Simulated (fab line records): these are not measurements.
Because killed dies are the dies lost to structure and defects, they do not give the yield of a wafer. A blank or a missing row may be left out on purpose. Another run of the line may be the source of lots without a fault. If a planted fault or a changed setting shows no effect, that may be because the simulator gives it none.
Matching of chambers + flow nand harc + NHARC_A_STAIRCASE_ETCH_15 on rie diel-11 has 4 sister chambers
The step etches the open film in C4F8/O2, target depth 100 nm, time 40.5 s. 4 wafers are shown with their chamber, then 7 later ones without.

WAFERS, EACH WITH ITS CHAMBER
| wafer  | chamber | rf vpp V (V) |
|--------|---------|--------------|
| L423.2 | 1       | 905          |
| L423.4 | 3       | 897          |
| L425.1 | 2       | 903          |
| L425.2 | 0       | 902          |

WAFERS WHOSE CHAMBER IS MISSING
| wafer  | rf vpp V (V) |
|--------|--------------|
| L425.5 | 904          |
| L427.1 | 902          |
| L427.2 | 896          |
| L427.6 | 903          |
| L430.1 | 905          |
| L430.4 | 903          |
| L430.6 | 905          |

WHICH CHAMBER EACH ONE RAN IN
| wafer  | from the rows above          | in truth                   |
|--------|------------------------------|----------------------------|
| L425.5 | can't be placed: 1 or 2 or 0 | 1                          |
| L427.1 | can't be placed: 0 or 2      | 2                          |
| L427.2 | 3                            | 3                          |
| L427.6 | can't be placed: 2 or 0      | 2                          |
| L430.1 | 1                            | 1                          |
| L430.4 | can't be placed: 2 or 0      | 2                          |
| L430.6 | 1                            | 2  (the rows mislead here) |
Correctly placed: 2 of 7. Can't be placed from these rows: 4 (the true chamber is among the candidates in 4). Wrongly placed: 1.
How it was worked out, from the rows above alone: a wafer's distance from a chamber is the root of the sum, over the readings, of the square of ((its reading less the chamber's mean) divided by the reading's scatter). The wafer belongs to the nearest chamber; if the next one is less than 2 further off, it can't be placed. A chamber's mean is the mean of its shown wafers. The scatter (one wafer shown for each chamber): square how far every hidden wafer sits from the nearest shown wafer, average those squares and take the square root.
